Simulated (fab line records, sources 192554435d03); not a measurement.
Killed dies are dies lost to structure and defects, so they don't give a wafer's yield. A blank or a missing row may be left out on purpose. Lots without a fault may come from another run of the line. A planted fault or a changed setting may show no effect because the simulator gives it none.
fab line records | flow n5_finfet
record lots=7 wafers=19 last_day=18
route steps=1938 shown BEOL_M13@1661 PASSIVATION@1936
lots that met no fault: from a run of the same line without faults
start_h: hours from the record's first day to the start of the lot's first wafer shown | wait_h: hours since the lot's step before | " the same as in the row above | L1.1+2: a row that stands for several wafers | - no value, or no start given | * or withheld: withheld | < > ~ a bound
route shown NAME@n: a module of which the file shows steps, and the number in the route of the first | usual: mean/standard deviation of fault-free wafers | same: alike in all rows | chamber/n: place in a boat | sites: the reading at each site | _std_site: their standard deviation | _edge_site: outer sites' mean less inner sites' | radius_mm: how far each site lies from the wafer's centre | mask NAME#n: copy n | behind: the tool/chamber that last shaped the wafer | hold: why the lot was held/for how many hours/how that ended | device: the transistor (n, p or np) that didn't switch | end of line: the same wafers' tests at the end of the route | a step without rows: its recipe alone | killed: dies lost to structure and defects at the first sort, not the wafer's yield | map: a wafer's dies, x killed, . not, _ none there
set.NAME: the setting as run; set.NAME@STEP: as run at that earlier step | model.NAME: the simulator's own value behind a step, which no gauge read
lots at some steps of the route; a table a step, a row a wafer
services: from which hour (start_h, from the record's first day; less than 0 if before it) a tool's chamber was out of use, for how many hours, and why
## steps
# step N5_BEOL_M13_COAT_58
# recipe resist=BARC temp_c=205 time_s=60 spin_rpm=1500 resist_thk_nm=89
# step N5_BEOL_M13_COAT_04
# recipe spin_rpm=1625 resist_thk_nm=400
# step N5_BEOL_M13_EBR_06
# recipe solvent=PGMEA ebr_width_mm=1.5
# step N5_BEOL_M13_SOFTBAKE_05
# recipe temp_c=130 time_s=60
# step N5_BEOL_M13_EXPOSE_07
# recipe mask_id=V12 na=0.93 source_shape=conventional sigma_outer=0.6 polarization=unpolarized attpsm_phase_deg=180 dose_mj=24.8
# step N5_BEOL_M13_PEB_08
# recipe peb_temp_c=130 peb_time_s=90
# step N5_BEOL_M13_DEVELOP_09
# recipe develop_time_s=45 rinse_liquid=diw dry=air_spin dev_temp_c=21
# step N5_BEOL_M13_HARDBAKE_14
# recipe temp_c=130 time_s=120
# step N5_BEOL_M13_CD_MEAS_10
# recipe target_cd_nm=190 landing_energy_ev=500 detector=se_inlens polarity=opening
# usual cd_nm=190.0/1.1
# columns lot.wafer tool chamber start_h wait_h cd_nm
L940.1 cd_sem-03 0 253.69 - 187.5
L940.2 " 0 " " 187.2
L940.6 " 0 " " 188.1
L942.2 cd_sem-01 0 254.90 - 188.5
L942.3 " 0 " " 190.5
L942.5 " 0 " " 190.3
L945.2 cd_sem-02 0 290.73 - 188.8
L945.5 " 0 " " 189.8
L948.4 cd_sem-02 0 292.41 - 191.5
L948.5 " 0 " " 191.5
L951.4 cd_sem-02 0 321.55 - 191.4
L951.5 " 0 " " 190.8
L951.6 " 0 " " 191.4
L954.1 cd_sem-01 0 341.75 - 190.3
L954.2 " 0 " " 189.7
L954.4 " 0 " " 189.6
L961.1 cd_sem-01 0 383.03 - 189.2
L961.2 " 0 " " 190.2
L961.4 " 0 " " 189.4
# step N5_BEOL_M13_OVL_MEAS_11
# recipe points_per_wafer=44
# usual V12_OVL=-1/7.2
# columns lot.wafer tool chamber start_h wait_h V12_OVL[nm]
L940.1 overlay-01 0 253.72 0.0 1
L940.2 " 0 " " 5
L940.6 " 0 " " 12
L942.2 overlay-01 0 254.93 0.0 -15
L942.3 " 0 " " -12
L942.5 " 0 " " -14
L945.2 overlay-01 0 290.76 0.0 -2
L945.5 " 0 " " -3
L948.4 overlay-02 0 292.44 0.0 10
L948.5 " 0 " " 5
L951.4 overlay-02 0 321.58 0.0 -1
L951.5 " 0 " " -1
L951.6 " 0 " " 6
L954.1 overlay-02 0 341.78 0.0 -5
L954.2 " 0 " " -13
L954.4 " 0 " " -11
L961.1 overlay-02 0 383.06 0.0 -3
L961.2 " 0 " " -1
L961.4 " 0 " " 4
# step N5_BEOL_M13_INSPECT_12
# recipe mode=adi inspect_instrument=macro
# usual raw_defect_count=2.2/1.5
# columns lot.wafer tool chamber start_h wait_h raw_defect_count
L940.1 defect_inspect-01 - 253.74 0.0 3
L940.2 " - " " 2
L940.6 " - " " 4
L942.2 defect_inspect-01 - 254.95 0.0 2
L942.3 " - " " 0
L942.5 " - " " 1
L945.2 defect_inspect-02 - 290.79 0.0 4
L945.5 " - " " 0
L948.4 defect_inspect-02 - 292.46 0.0 2
L948.5 " - " " 4
L951.4 defect_inspect-02 - 321.61 0.0 2
L951.5 " - " " 1
L951.6 " - " " 5
L954.1 defect_inspect-01 - 341.80 0.0 2
L954.2 " - " " 2
L954.4 " - " " 2
L961.1 defect_inspect-02 - 383.08 0.0 4
L961.2 " - " " 2
L961.4 " - " " 1
# step N5_BEOL_M13_DESCUM_15
# recipe chemistry=O2 time_s=7.9 source_power_w=50 bias_power_w=20 pressure_mtorr=20 rf_frequency_hz=2.712e+07 temp_c=40 o2_flow_sccm=225
# usual drypump_motor_current_A=5.9/0.47 oes_product_au=0.78/0.074 rf_vpp_V=242.3/1.1 showerhead_plenum_p_Torr=2.04/0.052 throttle_valve_pct=20.47/0.25
# same time_s=7.9
# columns lot.wafer tool chamber start_h wait_h drypump_motor_current_A oes_product_au rf_hours_counter_h rf_vpp_V showerhead_plenum_p_Torr throttle_valve_pct
L940.1 rie_diel-01 3 253.78 0.0 6.7 0.72 178 243.0 2.09 20.52
L940.2 " 0 " " 6.1 0.88 40 243.4 2.06 20.52
L940.6 " 3 " " 6.7 0.73 - 243.2 2.09 20.52
L942.2 rie_diel-01 2 255.52 0.6 6.1 0.86 34 241.7 2.06 20.57
L942.3 " 0 " " 6.1 0.87 40 241.8 2.06 20.52
L942.5 " 1 " " 5.9 0.83 - 242.8 2.00 20.10
L945.2 rie_diel-01 2 293.63 2.8 6.0 0.85 51 242.6 2.05 20.62
L945.5 " 2 " " 6.0 0.85 - 240.9 2.05 20.62
L948.4 rie_diel-01 1 294.34 1.9 5.9 0.81 105 242.6 2.00 20.13
L948.5 " 0 " " 6.1 0.85 - 243.5 2.06 20.53
L951.4 rie_diel-01 3 321.64 0.0 6.7 0.70 204 243.1 2.08 20.55
L951.5 " 2 " " 6.0 0.83 - 240.4 2.05 20.63
L951.6 " 1 " " 5.8 0.81 - 240.8 2.00 20.14
L954.1 rie_diel-06 0 341.84 0.0 6.2 0.81 99 242.7 2.02 20.17
L954.2 " 2 " " 5.8 0.71 220 243.2 2.09 20.89
L954.4 " 2 " " 5.8 0.71 - 242.2 2.09 20.90
L961.1 rie_diel-01 0 383.12 0.0 6.1 0.82 81 243.5 2.05 20.58
L961.2 " 1 " " 5.9 0.79 130 242.2 1.99 20.16
L961.4 " 3 " " 6.7 0.69 220 242.8 2.08 20.59
# step N5_BEOL_M13_ETCH_59
# recipe chemistry=N2/H2 target=BARC target_depth_a=890 overetch_a=267 time_s=67.9 ion_energy_ev=200 pressure_mtorr=30 source_w=840 bias_w=150 n2_flow_sccm=200 h2_flow_sccm=200
# usual bias_w=150.0/0.42 drypump_motor_current_A=5.9/0.47 oes_product_au=0.67/0.064 rf_vpp_V=522.1/1.6 showerhead_plenum_p_Torr=2.48/0.052 throttle_valve_pct=17.92/0.2
# same time_s=67.9
# columns lot.wafer tool chamber start_h wait_h bias_w drypump_motor_current_A oes_product_au rf_hours_counter_h rf_vpp_V showerhead_plenum_p_Torr throttle_valve_pct model.coat_of_BEOL_M13_COAT_04.thk_nm
L940.1 rie_diel-01 3 253.81 0.0 149.9 6.7 0.62 178 523.3 2.54 17.95 316
L940.2 " 0 " " 150.0 6.1 0.74 40 523.1 2.48 17.67 316.8
L940.6 " 3 " " 150.2 6.7 0.62 - 522.3 2.54 17.96 316.2
L942.2 rie_diel-01 2 255.55 0.0 150.3 6.1 0.76 34 522.4 2.49 18.05 317.4
L942.3 " 0 " " 150.2 6.1 0.75 40 522.3 2.48 17.68 317.6
L942.5 " 1 " " 149.8 5.8 0.72 - 521.4 2.45 17.58 317.8
L945.2 rie_diel-01 2 293.66 0.0 150.3 6.0 0.73 51 523.1 2.49 18.08 326
L945.5 " 2 " " 149.9 6.1 0.73 - 522.5 2.49 18.09 327.2
L948.4 rie_diel-01 1 294.38 0.0 149.8 5.8 0.70 105 521.4 2.44 17.60 318.6
L948.5 " 0 " " 150.0 6.1 0.73 - 521.7 2.47 17.72 327.4
L951.4 rie_diel-01 3 321.67 0.0 149.7 6.7 0.60 204 523.2 2.53 17.99 317
L951.5 " 2 " " 150.8 6.1 0.71 - 521.6 2.48 18.11 328
L951.6 " 1 " " 149.9 5.8 0.69 - 520.1 2.44 17.61 319
L954.1 rie_diel-06 0 341.87 0.0 150.0 6.2 0.69 99 521.1 2.46 17.71 319.4
L954.2 " 2 " " 149.6 5.8 0.59 221 522.6 2.50 18.07 315
L954.4 " 2 " " 150.0 5.8 0.60 - 522.9 2.50 18.09 316.8
L961.1 rie_diel-01 0 383.15 0.0 150.0 6.1 0.69 81 521.2 2.46 17.76 315.8
L961.2 " 1 " " 151.2 5.8 0.68 130 521.4 2.43 17.65 316.6
L961.4 " 3 " " 150.3 6.7 0.59 220 522.6 2.52 18.05 316
# step N5_BEOL_M13_VIA_ETCH_16
# recipe chemistry=C4F8/O2/Ar target=SiOC pressure_mtorr=30 source_w=3000 bias_w=700 Ar_flow_sccm=400 C4F8_flow_sccm=15 O2_flow_sccm=8 he_inner_torr=15 he_outer_torr=30 target_depth_a=9217 time_s=withheld ion_energy_ev=250 ends=cleared
# usual bias_w=700.4/2.1 drypump_motor_current_A=5.9/0.47 oes_product_au=0.71/0.068 rf_vpp_V=663.2/1.9 showerhead_plenum_p_Torr=3.34/0.06 throttle_valve_pct=24.23/0.17
# columns lot.wafer tool chamber start_h wait_h bias_w drypump_motor_current_A oes_product_au rf_vpp_V showerhead_plenum_p_Torr throttle_valve_pct model.coat_of_BEOL_M13_COAT_04.thk_nm
L940.1 rie_diel-01 3 253.86 0.0 700.6 6.7 0.65 665.6 3.40 24.18 68
L940.2 " 0 " " 704.4 6.1 0.79 663.0 3.33 24.08 69.2
L940.6 " 3 " " 698.5 6.7 0.66 664.5 3.40 24.17 63.8
L942.2 rie_diel-01 2 255.60 0.0 702.7 6.0 0.80 663.5 3.35 24.30 68
L942.3 " 0 " " 700.7 6.1 0.79 663.1 3.33 24.09 72.2
L942.5 " 1 " " 697.4 5.9 0.76 663.5 3.32 24.05 68.4
L945.2 rie_diel-01 2 293.71 0.0 699.2 6.0 0.77 664.1 3.34 24.32 80.4
L945.5 " 2 " " 698.7 6.1 0.77 664.3 3.34 24.32 76
L948.4 rie_diel-01 1 294.43 0.0 699.6 5.9 0.74 662.6 3.31 24.05 67.6
L948.5 " 0 " " 702.5 6.1 0.77 664.0 3.32 24.09 76.2
L951.4 rie_diel-01 3 321.72 0.0 700.2 6.7 0.64 663.6 3.39 24.21 65.6
L951.5 " 2 " " 701.0 6.0 0.76 662.6 3.33 24.35 72.4
L951.6 " 1 " " 703.2 5.8 0.73 664.2 3.31 24.06 68.6
L954.1 rie_diel-06 0 341.92 0.0 698.8 6.2 0.73 662.2 3.33 24.07 77.8
L954.2 " 2 " " 695.2 5.8 0.64 665.0 3.37 24.45 70.2
L954.4 " 2 " " 698.9 5.8 0.64 663.0 3.37 24.47 70.8
L961.1 rie_diel-01 0 383.20 0.0 702.7 6.1 0.75 662.3 3.31 24.14 67.4
L961.2 " 1 " " 697.1 5.8 0.72 662.2 3.30 24.08 69.6
L961.4 " 3 " " 699.5 6.7 0.62 663.9 3.38 24.23 62.6
# step N5_BEOL_M13_STRIP_63
# recipe chemistry=N2/H2 power_w=1000 temp_c=250 h2_frac=0.65 overash_fraction=0.3 pressure_mtorr=1000 n2_flow_sccm=1750 h2_flow_sccm=3250
# usual drypump_motor_current_A=5.7/0.37 heater_power_w=344/12 oes_product_au=0.673/0.0053 strip_time_to_endpoint_s=27.1/1.3
# same overash_fraction=0.3
# columns lot.wafer tool chamber start_h wait_h drypump_motor_current_A heater_power_w oes_product_au rf_hours_counter_h strip_time_to_endpoint_s
L940.1 plasma_asher-01 0 254.10 - 5.2 332 0.667 63 27.1
L940.2 " 1 " " 5.9 352 0.676 63 27.4
L940.6 " 1 " " 5.9 351 0.673 - 25.8
L942.2 plasma_asher-01 0 255.90 - 5.2 329 0.672 63 27.1
L942.3 " 1 " " 5.9 353 0.670 - 28.3
L942.5 " 1 " " 5.9 356 0.677 - 27.2
L945.2 plasma_asher-01 1 293.95 - 5.9 350 0.690 72 30.7
L945.5 " 1 " " 5.9 341 0.674 - 29.4
L948.4 plasma_asher-01 0 294.68 - 5.2 332 0.684 - 27.0
L948.5 " 1 " " 5.9 354 0.675 - 29.5
L951.4 plasma_asher-02 1 321.98 - 6.2 333 0.675 - 26.4
L951.5 " 0 " " 5.6 354 0.671 - 28.4
L951.6 " 1 " " 6.2 331 0.674 - 27.2
L954.1 plasma_asher-01 1 342.16 - 5.9 351 0.672 81 30.0
L954.2 " 0 " " 5.2 341 0.676 81 27.7
L954.4 " 1 " " 5.9 355 0.668 - 27.9
L961.1 plasma_asher-01 0 383.44 - 5.2 330 0.677 90 26.9
L961.2 " 1 " " 5.9 358 0.666 90 27.5
L961.4 " 0 " " 5.2 332 0.665 - 25.4
# step N5_PASSIVATION_PROBE_49
# usual defect_limited_yield=91.0/1.5 killed_at_M0_to_M3=34/9.1 killed_at_M4_up=14/5.7 killed_at_contacts=13/5.7 killed_at_front_end=42/12 killed_at_other=4/3.4 killed_dies=106/17 killed_on_rim=14/4.3 killed_open=70/13 killed_short=34/7.5 sort_bin_5_function=5.2/0.94 sort_bin_6_memory=3.4/0.69 sort_n_pass=1074/17 sort_yield_pct=91.0/1.5
# same gross_dies=1180 killed_at_back_side=0 sort_bin_4_leakage[%]=0 sort_bin_8_speed[%]=0
# columns lot.wafer tool chamber start_h wait_h defect_limited_yield[%] killed_at_M0_to_M3 killed_at_M4_up killed_at_contacts killed_at_front_end killed_at_other killed_dies killed_on_rim killed_open killed_short sort_bin_5_function[%] sort_bin_6_memory[%] sort_n_pass sort_yield_pct[%]
L940.1 prober-02 - 289.56 0.0 92.8 39 16 5 25 0 85 11 60 23 3.8 3.1 1095 92.8
L940.2 prober-02 - 289.61 0.1 91.9 37 21 9 26 3 96 8 68 25 4.4 3.5 1084 91.9
L940.6 prober-02 - 289.81 0.3 89.8 43 27 10 40 0 120 16 88 29 6.0 3.7 1060 89.8
L942.2 prober-01 - 294.15 0.1 90.4 38 5 19 48 3 113 14 73 40 5.3 4.0 1067 90.4
L942.3 prober-01 - 294.20 0.1 90.8 38 17 13 32 9 109 22 76 32 4.9 4.2 1071 90.8
L942.5 prober-01 - 294.30 0.2 89.1 26 18 34 48 3 129 17 99 30 6.4 4.2 1051 89.1
L945.5 prober-01 - 323.09 0.2 90.5 46 12 16 32 6 112 18 74 36 6.1 3.1 1068 90.5
L948.5 prober-02 - 325.97 0.2 90.4 28 8 15 62 0 113 13 83 30 5.1 4.2 1067 90.4
L954.1 prober-02 - 368.60 0.0 88.1 33 21 25 57 4 140 23 91 47 7.4 4.2 1040 88.1
L954.2 prober-02 - 368.65 0.1 90.4 35 14 16 48 0 113 13 70 43 5.8 3.6 1067 90.4
L954.4 prober-02 - 368.75 0.2 87.9 48 22 21 51 1 143 21 93 45 6.5 4.7 1037 87.9
# killed by level:class
L940.1 BEOL_M1:geometric_particle:open=10 STI_FIN_REVEAL:geometric_particle:open=9 BEOL_M0_SAQP:geometric_particle:short=8 BEOL_M0_SAQP:geometric_particle:open=7 BEOL_M4:geometric_particle:open=7 FIN_SAQP:geometric_particle:open=6 BEOL_M2:geometric_particle:open=6 FIN_SAQP:geometric_particle:short=3
L940.2 BEOL_M4:geometric_particle:open=14 STI_FIN_REVEAL:geometric_particle:open=9 BEOL_M0_SAQP:geometric_particle:open=9 BEOL_M1:geometric_particle:open=9 MOL_CONTACT_COAG:geometric_particle:open=8 BEOL_M0_SAQP:geometric_particle:short=6 BEOL_M2:geometric_particle:open=4 STARTING-WAFER:geometric_particle:open=4
L940.6 BEOL_M4:geometric_particle:open=22 STI_FIN_REVEAL:geometric_particle:open=18 BEOL_M1:geometric_particle:open=10 BEOL_M0_SAQP:geometric_particle:short=8 BEOL_M0_SAQP:geometric_particle:open=8 BEOL_M2:geometric_particle:open=7 MOL_CONTACT_COAG:geometric_particle:open=7 FIN_SAQP:geometric_particle:open=4
L942.2 MOL_CONTACT_COAG:geometric_particle:open=14 BEOL_M2:geometric_particle:open=13 FIN_SAQP:geometric_particle:open=8 DUMMY_GATE:geometric_particle:open=8 FIN_SAQP:geometric_particle:short=7 STI_FIN_REVEAL:geometric_particle:open=7 BEOL_M0:geometric_particle:open=7 STI_FIN_REVEAL:geometric_particle:short=6
L942.3 MOL_CONTACT_COAG:geometric_particle:open=12 BEOL_M4:geometric_particle:open=9 BEOL_M0_SAQP:geometric_particle:short=8 BEOL_M3:geometric_particle:open=8 DUMMY_GATE:geometric_particle:open=7 BEOL_M0_SAQP:geometric_particle:open=6 BEOL_M2:geometric_particle:open=6 FIN_SAQP:geometric_particle:open=5
L942.5 MOL_CONTACT_COAG:geometric_particle:open=28 STI_FIN_REVEAL:geometric_particle:open=18 FIN_SAQP:geometric_particle:open=11 BEOL_M4:geometric_particle:open=9 FIN_SAQP:geometric_particle:short=8 BEOL_M2:geometric_particle:open=7 MOL_CONTACT_COAG:geometric_particle:short=6 BEOL_M0_SAQP:geometric_particle:open=5
L945.5 MOL_CONTACT_COAG:geometric_particle:open=13 BEOL_M2:geometric_particle:open=12 BEOL_M1:geometric_particle:open=11 BEOL_M0_SAQP:geometric_particle:short=10 BEOL_M4:geometric_particle:open=9 STI_FIN_REVEAL:geometric_particle:open=6 GATE_CUT:geometric_particle:short=5 BEOL_M0_SAQP:geometric_particle:open=4
L948.5 STI_FIN_REVEAL:geometric_particle:open=19 FIN_SAQP:geometric_particle:open=13 MOL_CONTACT_COAG:geometric_particle:open=13 BEOL_M3:geometric_particle:open=10 GATE_CUT:geometric_particle:open=7 FIN_SAQP:geometric_particle:short=6 STARTING-WAFER:geometric_particle:short=6 BEOL_M4:geometric_particle:open=5
L954.1 MOL_CONTACT_COAG:geometric_particle:open=18 BEOL_M4:geometric_particle:open=12 FIN_SAQP:geometric_particle:open=11 FIN_SAQP:geometric_particle:short=11 BEOL_M2:geometric_particle:open=11 STI_FIN_REVEAL:geometric_particle:open=10 MOL_CONTACT_COAG:geometric_particle:short=7 DUMMY_GATE:geometric_particle:open=6
L954.2 FIN_SAQP:geometric_particle:open=18 FIN_SAQP:geometric_particle:short=15 MOL_CONTACT_COAG:geometric_particle:open=10 GATE_CUT:geometric_particle:short=7 BEOL_M0_SAQP:geometric_particle:short=7 BEOL_M0_SAQP:geometric_particle:open=7 BEOL_M2:geometric_particle:open=7 MOL_CONTACT_COAG:geometric_particle:short=6
L954.4 MOL_CONTACT_COAG:geometric_particle:open=18 BEOL_M2:geometric_particle:open=14 BEOL_M4:geometric_particle:open=12 FIN_SAQP:geometric_particle:open=11 BEOL_M0_SAQP:geometric_particle:open=11 BEOL_M0_SAQP:geometric_particle:short=11 FIN_SAQP:geometric_particle:short=9 STI_FIN_REVEAL:geometric_particle:short=6
## services
# columns tool chamber start_h hours kind
plasma_asher-02 - 268.25 7.5 repair
rie_diel-06 - 278.78 15.6 pm
rie_diel-06 1 335.87 - clean
rie_diel-06 1 335.87 - consumable_replace:focus_ring
rie_diel-06 1 335.87 - consumable_replace:showerhead
rie_diel-06 1 335.87 25.9 scheduled_down
rie_diel-06 1 335.87 25.9 vent_cycle
rie_diel-06 2 373.65 8.9 repair
## key
first_sign none at tools or gauges
model_effect step=N5_BEOL_M13_ETCH_59 value=coat_of_BEOL_M13_COAT_04.thk_nm without=317.2 struck=327.2
model_effect step=N5_BEOL_M13_VIA_ETCH_16 value=coat_of_BEOL_M13_COAT_04.thk_nm without=66.25 struck=76.25
met_at N5_BEOL_M13_ETCH_59
struck_wafers L945.2,L945.5,L948.5,L951.5
onset_between 255.55 293.66
fault kind=process_parameter_drift tool=rie_diel-01 chamber=- onset_h=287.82 steps=N5_BEOL_M13_ETCH_59 channel=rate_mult offset=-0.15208 shape=step end_h=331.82 scope=struck_wafers_only
